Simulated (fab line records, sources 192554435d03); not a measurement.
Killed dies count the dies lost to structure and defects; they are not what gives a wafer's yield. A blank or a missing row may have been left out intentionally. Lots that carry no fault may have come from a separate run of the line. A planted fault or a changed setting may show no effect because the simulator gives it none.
Chamber matching | flow n5 finfet | N5_BEOL_M15_ILD_DEP_00 on pecvd-02: 3 sister chambers
The step deposits SiO2 from TEOS/O2, target thk 1629.3 nm, time 346.1 s. 6 wafers are shown with their chamber, then 9 later ones without.

## WAFERS PAIRED WITH THEIR CHAMBERS
wafer  | chamber | throttle valve pct (%) | showerhead plenum p Torr (Torr)
L081.3 | 2       | 17.3                   | 8.33
L083.3 | 1       | 18.9                   | 8.34
L083.5 | 0       | 19.9                   | 8.38
L085.3 | 2       | 17.4                   | 8.31
L085.4 | 1       | 18.8                   | 8.33
L085.6 | 0       | 20.0                   | 8.40

## WAFERS MISSING THEIR CHAMBER
wafer  | throttle valve pct (%) | showerhead plenum p Torr (Torr)
L086.2 | 19.9                   | 8.41
L086.3 | 17.4                   | 8.30
L086.5 | 20.1                   | 8.40
L095.2 | 17.7                   | 8.32
L095.3 | 17.4                   | 8.35
L095.6 | 17.1                   | 8.32
L097.1 | 17.0                   | 8.31
L097.2 | 17.5                   | 8.31
L097.4 | 20.0                   | 8.40

## WHICH CHAMBER EACH ONE RAN IN
wafer  | from the rows above | in truth
L086.2 | 0                   | 0
L086.3 | 2                   | 2
L086.5 | 0                   | 0
L095.2 | 2                   | 2
L095.3 | 2                   | 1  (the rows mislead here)
L095.6 | 2                   | 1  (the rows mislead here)
L097.1 | 2                   | 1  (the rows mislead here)
L097.2 | 2                   | 2
L097.4 | 0                   | 0
Correct placement for 6 of the 9. Left unplaced by these rows: 0. Placed wrongly: 3.
How it was worked out, from the rows above alone: a wafer's distance from a chamber is the root of the sum, over the readings, of the square of ((its reading less the chamber's mean) divided by the reading's scatter). The wafer belongs to the nearest chamber; if the next one is less than 2 further off, it can't be placed. Each chamber's mean is taken over the wafers shown for it. The scatter: take each reading less its chamber's mean, square it, sum over the shown wafers, divide by the number of wafers less the number of chambers, and take the root.
